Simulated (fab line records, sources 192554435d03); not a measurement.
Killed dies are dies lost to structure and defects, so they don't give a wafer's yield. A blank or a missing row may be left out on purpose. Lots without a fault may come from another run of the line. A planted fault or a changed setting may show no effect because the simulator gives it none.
Which tool did it? | flow n5_finfet | 6 lots, 15 wafers sampled, at 1 step of a route of 1938

WHAT THE GAUGES READ, wafer by wafer
N5_BEOL_M4_RC_MEAS_101.
lot  | measured     | on        | IOFF_N (nA/um)
L963 | day 8 12:47  | prober-01 | 0.12 0.15 0.14
L965 | day 9 03:45  | prober-01 | 0.17 0.16 0.23
L973 | day 11 10:51 | prober-01 | 0.15 0.15
L976 | day 12 08:41 | prober-01 | 0.19 0.20
L980 | day 12 20:01 | prober-02 | 0.15 0.17
L982 | day 13 14:06 | prober-02 | 0.17 0.11 0.19

WHICH TOOL RAN EACH LOT (tool, then ch and the chambers of the sampled wafers, then the start)
The record holds no process step before these readings.

THE ANSWER, worked out from the rows above alone
Rule: what is usual is taken from the lots themselves. Put in order of their means at a reading, lots are off if they are a third of the lots or fewer, leave a main group of 4 or more, and stand apart from it by a gap of 3 or more times the standard deviation of the main group's means; of several such gaps the widest counts. A main group whose means are all the same, to the digits that the tables above print for the reading, isn't used. A lot without any number at a reading at which 4 lots or more have one is off too. The other lots that the step has rows for count as sound.
No lot is off at any reading shown: from this, nothing can be told.

WHAT THE SIMULATOR HAD PUT IN
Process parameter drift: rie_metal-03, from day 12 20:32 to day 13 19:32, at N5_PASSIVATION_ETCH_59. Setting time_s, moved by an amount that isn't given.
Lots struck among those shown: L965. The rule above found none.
